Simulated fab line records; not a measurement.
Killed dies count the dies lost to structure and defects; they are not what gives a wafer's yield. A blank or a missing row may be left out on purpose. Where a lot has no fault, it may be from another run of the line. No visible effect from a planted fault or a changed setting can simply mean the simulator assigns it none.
Matching of chambers + flow n5_finfet + N5_HKMG_FIN_DESCUM_53 on rie_diel-03: 4 sister chambers
The step chemistry O2, time 7.9 s. 22 wafers are shown with their chamber, then 11 later ones without.

## EACH WAFER AND ITS CHAMBER
| wafer  | chamber | drypump_motor_current_A (A) | showerhead_plenum_p_Torr (Torr) | throttle_valve_pct (%) |
|--------|---------|-----------------------------|---------------------------------|------------------------|
| L076.1 | 0       | 5.7                         | 2.19                            | 20.39                  |
| L076.3 | 3       | 6.3                         | 2.01                            | 20.74                  |
| L076.6 | 0       | 5.7                         | 2.19                            | 20.37                  |
| L075.2 | 2       | 5.3                         | 2.13                            | 20.85                  |
| L075.4 | 2       | 5.3                         | 2.13                            | 20.83                  |
| L075.6 | 3       | 6.3                         | 2.01                            | 20.76                  |
| L077.1 | 2       | 5.3                         | 2.13                            | 20.85                  |
| L077.3 | 3       | 6.3                         | 2.01                            | 20.74                  |
| L077.6 | 2       | 5.3                         | 2.13                            | 20.84                  |
| L081.2 | 3       | 6.3                         | 2.00                            | 20.77                  |
| L081.3 | 2       | 5.3                         | 2.13                            | 20.86                  |
| L081.5 | 3       | 6.4                         | 2.00                            | 20.78                  |
| L084.1 | 2       | 5.3                         | 2.13                            | 20.86                  |
| L084.2 | 0       | 5.7                         | 2.18                            | 20.40                  |
| L084.6 | 2       | 5.3                         | 2.13                            | 20.86                  |
| L085.2 | 0       | 5.7                         | 2.18                            | 20.43                  |
| L085.3 | 2       | 5.3                         | 2.12                            | 20.87                  |
| L085.6 | 0       | 5.7                         | 2.18                            | 20.41                  |
| L086.1 | 1       | 5.2                         | 2.12                            | 20.50                  |
| L086.3 | 0       | 5.7                         | 2.18                            | 20.43                  |
| L086.6 | 1       | 5.2                         | 2.12                            | 20.51                  |
| L087.1 | 1       | 5.2                         | 2.12                            | 20.49                  |

SIGNATURES (means of the wafers above)
| reading                  | chamber 0 | chamber 1 | chamber 2 | chamber 3 | scatter within a chamber |
|--------------------------|-----------|-----------|-----------|-----------|--------------------------|
| drypump_motor_current_A  | 5.700     | 5.200     | 5.300     | 6.320     | 0.0211                   |
| showerhead_plenum_p_Torr | 2.1833    | 2.1200    | 2.1288    | 2.0060    | 0.00435                  |
| throttle_valve_pct       | 20.4050   | 20.5000   | 20.8525   | 20.7580   | 0.0173                   |
Rule: for a wafer and a chamber, the distance is found by dividing, reading by reading, the gap between the wafer's reading and the chamber's mean by the reading's scatter, squaring, summing and taking the root. If the next closest chamber is less than 2 further off than the closest, the wafer can't be placed; otherwise it belongs to the closest. The scatter: take each reading less its chamber's mean, square it, sum over the shown wafers, divide by the number of wafers less the number of chambers, and take the root.

## WAFERS MISSING THEIR CHAMBER
| wafer  | drypump_motor_current_A (A) | showerhead_plenum_p_Torr (Torr) | throttle_valve_pct (%) |
|--------|-----------------------------|---------------------------------|------------------------|
| L087.3 | 5.3                         | 2.12                            | 20.89                  |
| L087.6 | 5.7                         | 2.18                            | 20.44                  |
| L092.3 | 5.3                         | 2.12                            | 20.88                  |
| L092.4 | 5.7                         | 2.18                            | 20.44                  |
| L092.6 | 5.7                         | 2.18                            | 20.44                  |
| L093.1 | 5.3                         | 2.12                            | 20.90                  |
| L093.2 | 6.3                         | 1.99                            | 20.82                  |
| L093.4 | 5.7                         | 2.18                            | 20.45                  |
| L097.2 | 6.4                         | 1.99                            | 20.84                  |
| L097.4 | 5.2                         | 2.11                            | 20.53                  |
| L097.5 | 6.4                         | 1.99                            | 20.84                  |

## WHICH CHAMBER EACH WENT THROUGH
| wafer  | from the rows above | in truth |
|--------|---------------------|----------|
| L087.3 | 2                   | 2        |
| L087.6 | 0                   | 0        |
| L092.3 | 2                   | 2        |
| L092.4 | 0                   | 0        |
| L092.6 | 0                   | 0        |
| L093.1 | 2                   | 2        |
| L093.2 | 3                   | 3        |
| L093.4 | 0                   | 0        |
| L097.2 | 3                   | 3        |
| L097.4 | 1                   | 1        |
| L097.5 | 3                   | 3        |
Correct placement for 11 of the 11. Not placeable from these rows: 0. Placed wrongly: 0.
